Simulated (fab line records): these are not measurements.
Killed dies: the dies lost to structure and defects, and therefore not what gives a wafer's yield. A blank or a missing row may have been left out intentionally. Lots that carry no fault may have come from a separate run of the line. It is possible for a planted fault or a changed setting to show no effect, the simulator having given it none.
Chamber matching    flow n5_finfet    rie_diel-03 running N5_BEOL_M15_ETCH_57: 4 sister chambers
The step etches SOC in N2/H2, time 750 s. 4 wafers are shown with their chamber, then 10 later ones without.

WAFERS PAIRED WITH THEIR CHAMBERS
wafer   chamber  drypump_motor_current_A (A)
L080.3  0        5.2
L087.6  3        6.4
L089.2  2        5.5
L089.3  1        6.1

WAFERS MISSING THEIR CHAMBER
wafer   drypump_motor_current_A (A)
L089.5  5.5
L094.1  6.1
L094.3  5.1
L094.4  6.1
L095.2  6.4
L095.3  5.5
L095.4  6.1
L097.2  6.4
L097.3  5.5
L097.4  5.2

WHICH CHAMBER EACH WENT THROUGH
wafer   from the rows above  in truth
L089.5  2                    2
L094.1  1                    1
L094.3  0                    0
L094.4  1                    1
L095.2  3                    3
L095.3  2                    2
L095.4  1                    1
L097.2  3                    3
L097.3  2                    2
L097.4  0                    0
10 of 10 placed correctly. Left unplaced by these rows: 0. 0 placed wrongly.
How it was worked out, from the rows above alone: a wafer's distance from a chamber is the root of the sum, over the readings, of the square of ((its reading less the chamber's mean) divided by the reading's scatter). If the next closest chamber is less than 2 further off than the closest, the wafer can't be placed; otherwise it belongs to the closest. A chamber's mean is the mean of its shown wafers. The scatter: root of mean squared gap, hidden wafer to nearest shown wafer, with one shown wafer a chamber.
